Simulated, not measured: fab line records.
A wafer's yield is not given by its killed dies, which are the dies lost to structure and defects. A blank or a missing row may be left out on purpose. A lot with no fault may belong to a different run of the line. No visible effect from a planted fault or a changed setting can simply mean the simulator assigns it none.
Lot-split experiment	flow n5-finfet	route with 1938 steps; 7 lots, 21 wafers read

## ON THE SPLIT
At N5_BEOL_M2_ETCH_70 (etches SOC in N2/H2, target depth 80 nm, overetch 24 nm, time 130 s), the setting time-s was moved away from the recipe's 130 s on 5 of the 21 wafers read, by -20.5% to +16.7%. All remaining wafers had this setting at the recipe value.

Reading taken at the split's own step.

## THE READING
SiARC_of_BEOL_M2_COAT_68.thk-nm (the simulator's own value, which no gauge read), in nm, at N5_BEOL_M2_ETCH_70 (etches SOC in N2/H2, target depth 80 nm, overetch 24 nm, time 130 s). The file gives no usual value for it. The 16 wafers here that ran the recipe average 5.9 nm, standard deviation 0.21 nm.

wafer	tool, chamber at the split	time-s as run, s	against the recipe	SiARC_of_BEOL_M2_COAT_68.thk-nm, nm	against lot-mates on the recipe
L079.2	rie-diel-03, 2	151.7	+16.7%	5.2	-0.8
L079.5	rie-diel-03, 3,0	130	recipe	6	-
L079.6	rie-diel-03, 3,0	130	recipe	6	-
L080.1	rie-diel-01, 3	130	recipe	6.2	-
L080.5	rie-diel-01, 3	130	recipe	6.2	-
L080.6	rie-diel-01, 0	130	recipe	5.8	-
L083.1	rie-diel-06, 0	144.5	+11.2%	5.2	-0.4
L083.2	rie-diel-06, 3	144.5	+11.2%	5.6	+0.0
L083.4	rie-diel-06, 2	130	recipe	5.6	-
L088.2	rie-diel-01, 3	130	recipe	6	-
L088.5	rie-diel-01, 3	130	recipe	6	-
L088.3	rie-diel-01, 2	149.5	+15.0%	5.2	-0.8
L092.2	rie-diel-03, 1	130	recipe	6	-
L092.5	rie-diel-03, 1	130	recipe	6	-
L092.6	rie-diel-03, 2	130	recipe	6.2	-
L095.1	rie-diel-01, 3	103.4	-20.5%	7.2	+1.4
L095.3	rie-diel-01, 1,0	130	recipe	5.8	-
L095.6	rie-diel-01, 1,0	130	recipe	5.8	-
L097.2	rie-diel-06, 2,1	130	recipe	5.6	-
L097.6	rie-diel-06, 2,1	130	recipe	5.6	-
L097.3	rie-diel-06, 3	130	recipe	6.2	-
If several chambers appear in one row, that row covers several wafers at once and the file leaves open which wafer was in which chamber.

THE FIT
A straight line over all 21 wafers: SiARC_of_BEOL_M2_COAT_68.thk-nm changes by -0.0529 nm for each +1% of time-s; r = -0.89; the points scatter about the line by 0.21 nm.
The same after taking each lot's own level away (the mean of its wafers on the recipe; 21 wafers): -0.0515 nm for each +1%; r = -0.89; scatter 0.2 nm.
According to that fit, moving time-s by its largest amount changes the reading by 1.1 nm.
Measured against the standard deviation above, the lots' own levels, which go from 5.60 to 6.07 nm, span 2.2 times it.
So the lot-to-lot level changes the slope little: the two slopes agree.
Check: with one of the wafers moved furthest among these (-20.5%) left out of the fit, the line predicts +0.832 nm for it against its lot-mates. Against them it came out at +1.4 nm.

## OTHER SPLITS APPLIED TO THESE WAFERS
Other splits were also applied to these wafers ahead of the reading. Each is held against what the fit with the lots' levels taken away leaves over:
other split on the same wafers	wafers away from the commonest value	r with SiARC_of_BEOL_M2_COAT_68.thk-nm (lot level and that fit taken away)
N5_HKMG_FIN_HK_ALD_01 ald-cycles	6	+0.07
N5_HKMG_FIN_ETCH_35 bias-w	9	+0.36
N5_MOL_CONTACT_COAG_CONTACT_ETCH_14 source-w	7	-0.60
N5_BEOL_M0_SAQP_PECVD_96 time-s	5	-0.01
N5_BEOL_M0_SAQP_PECVD_04 time-s	7	+0.08
N5_BEOL_M0_SAQP_MANDREL_ETCH_20 over-etch-frac	8	+0.17
N5_BEOL_M0_SAQP_SPACER1_ALD_98 temp-c	10	-0.05
N5_BEOL_M2_ALD_98 ald-cycles	7	+0.34

## THE FILE'S OWN FIT
SiARC_of_BEOL_M2_COAT_68.thk-nm changes by -0.0537 nm for each +1% of time-s, r = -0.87.
